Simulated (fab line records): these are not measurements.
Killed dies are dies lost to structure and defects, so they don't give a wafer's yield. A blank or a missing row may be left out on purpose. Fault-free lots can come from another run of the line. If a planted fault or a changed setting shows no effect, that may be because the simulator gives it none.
The tool behind it: which one? ; flow n5 finfet ; at 1 step of a route of 1938, 11 lots with 33 wafers sampled

WHAT EACH GAUGE READ, for each wafer
N5_BEOL_M14_RS_MEAS_54: measures by four-point-probe.
lot;measured;on;M14_RS (ohm/sq)
L478;day 13 15:30;film metro-01;0.0318 0.0331 0.0326
L479;day 13 16:44;film metro-01;0.0328 0.0327 0.0336
L474;day 13 23:43;film metro-02;0.0326 0.0343 0.0327
L477;day 14 06:33;film metro-01;0.0327 0.0331 0.0336
L480;day 14 07:21;film metro-01;0.0317 0.0321 0.0326
L482;day 15 01:34;film metro-02;0.0326 0.0324 0.0332
L485;day 15 01:50;film metro-02;0.0333 0.0337 0.0350
L484;day 15 07:08;film metro-02;0.0334 0.0338 0.0338
L489;day 16 12:59;film metro-02;0.0327 0.0330 0.0327
L492;day 17 02:31;film metro-02;0.0330 0.0328 0.0339
L494;day 17 06:43;film metro-01;0.0324 0.0327 0.0329

TOOL THAT RAN EACH LOT (tool first, then ch and the chambers of the sampled wafers, then the start)
No process step before these readings appears in the record.

WHAT THE TOOLS THEMSELVES READ (means of the sampled wafers that have a number; where no wafer has one, the mark that the record gives instead)
The record holds no such reading with a usual standard deviation.

THE ANSWER, worked out from the rows above alone
Rule: the usual values come from the lots themselves. Put in order of their means at a reading, lots are off if they are a third of the lots or fewer, leave a main group of 4 or more, and stand apart from it by a gap of 3 or more times the standard deviation of the main group's means; of several such gaps the widest counts. A main group whose means are all the same, to the digits that the tables above print for the reading, isn't used. Also off: a lot with no number at a reading for which 4 or more lots have one. Any other lot the step has rows for is counted as sound. Order of review: gauges by route order, followed by the tools' own readings, for which a lot's mean as printed above is used. The first step at which some lot is off is used, and at that step the reading that is off furthest; a lot without a number counts as furthest.
No lot is off on any of the readings shown, so nothing can be concluded from this.

WHAT WAS PUT IN BY THE SIMULATOR
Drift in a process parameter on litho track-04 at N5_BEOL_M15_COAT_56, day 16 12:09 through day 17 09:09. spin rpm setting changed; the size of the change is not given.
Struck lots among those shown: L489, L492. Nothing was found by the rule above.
